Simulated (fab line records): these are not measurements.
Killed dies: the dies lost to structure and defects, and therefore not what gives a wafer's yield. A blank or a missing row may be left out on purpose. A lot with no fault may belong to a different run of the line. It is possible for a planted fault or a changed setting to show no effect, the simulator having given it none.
Chamber matching ; flow nand harc ; rie diel-08 running NHARC_A_CONTACT_ETCH_92: 3 sister chambers
The step etches the open film in CH3F/O2, target depth 40 nm, time 85.7 s. 6 wafers are shown with their chamber, then 4 later ones without.

## WAFERS WITH THEIR CHAMBER
wafer;chamber;drypump motor current A (A);oes product au (a.u.)
L876.6;3;6.2;0.930
L878.3;3;6.1;0.935
L879.1;2;6.0;0.920
L879.4;0;5.9;0.926
L881.3;2;6.0;0.935
L881.4;0;5.9;0.946

## WAFERS WITHOUT THEIR CHAMBER
wafer;drypump motor current A (A);oes product au (a.u.)
L881.5;6.0;0.919
L882.1;6.0;0.920
L891.1;6.2;0.929
L891.2;5.8;0.928

## CHAMBER TAKEN BY EACH
wafer;from the rows above;in truth
L881.5;2;2
L882.1;2;2
L891.1;3;3
L891.2;0;0
Correctly placed: 4 of 4. Number that these rows cannot place: 0. 0 placed wrongly.
How it was worked out, from the rows above alone: a wafer's distance from a chamber is the root of the sum, over the readings, of the square of ((its reading less the chamber's mean) divided by the reading's scatter). The wafer belongs to the nearest chamber; if the next one is less than 2 further off, it can't be placed. A chamber's mean is the mean of its shown wafers. The scatter: the root of (the sum of the squares of (reading less its chamber's mean) over the shown wafers, divided by (wafers less chambers)).
